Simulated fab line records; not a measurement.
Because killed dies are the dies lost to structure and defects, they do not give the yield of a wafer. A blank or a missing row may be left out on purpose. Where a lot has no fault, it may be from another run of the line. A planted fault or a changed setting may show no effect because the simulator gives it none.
The tool behind it: which one? + flow nand-harc + 21 wafers from 7 lots sampled at 2 of the route's 1302 steps

WHAT EACH GAUGE READ, for each wafer
NHARC_P_CONTACT_INSPECT_27.
| lot  | measured     | on                | raw-defect-count |
|------|--------------|-------------------|------------------|
| L121 | day 6 09:32  | defect-inspect-01 | 409 146 468      |
| L124 | day 7 18:36  | defect-inspect-01 | 269 199 248      |
| L126 | day 8 10:58  | defect-inspect-01 | 209 771 226      |
| L128 | day 9 18:08  | defect-inspect-01 | 318 123 221      |
| L131 | day 11 01:07 | defect-inspect-01 | 249 277 233      |
| L139 | day 14 00:40 | defect-inspect-01 | 366 231 318      |
| L143 | day 15 17:44 | defect-inspect-02 | 286 177 356      |

WHAT TOOL EACH LOT RAN ON (gives the tool, then ch and the chambers of the sampled wafers, and finally the start)
| lot  | NHARC_P_CONTACT_ETCH_31                       |
|------|-----------------------------------------------|
| L121 | rie-diel-11 ch 0,1,3, day 6 09:32 or earlier  |
| L124 | rie-diel-06 ch 0,1,2, day 7 18:36 or earlier  |
| L126 | rie-diel-08 ch 0,3, day 8 10:58 or earlier    |
| L128 | rie-diel-08 ch 1,2, day 9 18:08 or earlier    |
| L131 | rie-diel-08 ch 1,2,3, day 11 01:07 or earlier |
| L139 | rie-diel-11 ch 1,2,3, day 14 00:40 or earlier |
| L143 | rie-diel-06 ch 0,2, day 15 17:44 or earlier   |
- NHARC_P_CONTACT_ETCH_31: etches the open film in CH3F/O2, target depth 30 nm, time 85.7 s.

THE ANSWER, worked out from the rows above alone
Rule: usual is defined by the lots themselves. Put in order of their means at a reading, lots are off if they are a third of the lots or fewer, leave a main group of 4 or more, and stand apart from it by a gap of 3 or more times the standard deviation of the main group's means; of several such gaps the widest counts. A main group whose means are all the same, to the digits that the tables above print for the reading, isn't used. Also off: a lot with no number at a reading for which 4 or more lots have one. Any other lot the step has rows for is counted as sound.
No lot is off on any of the readings shown, so nothing can be concluded from this.

WHAT THE SIMULATOR HAD PUT IN
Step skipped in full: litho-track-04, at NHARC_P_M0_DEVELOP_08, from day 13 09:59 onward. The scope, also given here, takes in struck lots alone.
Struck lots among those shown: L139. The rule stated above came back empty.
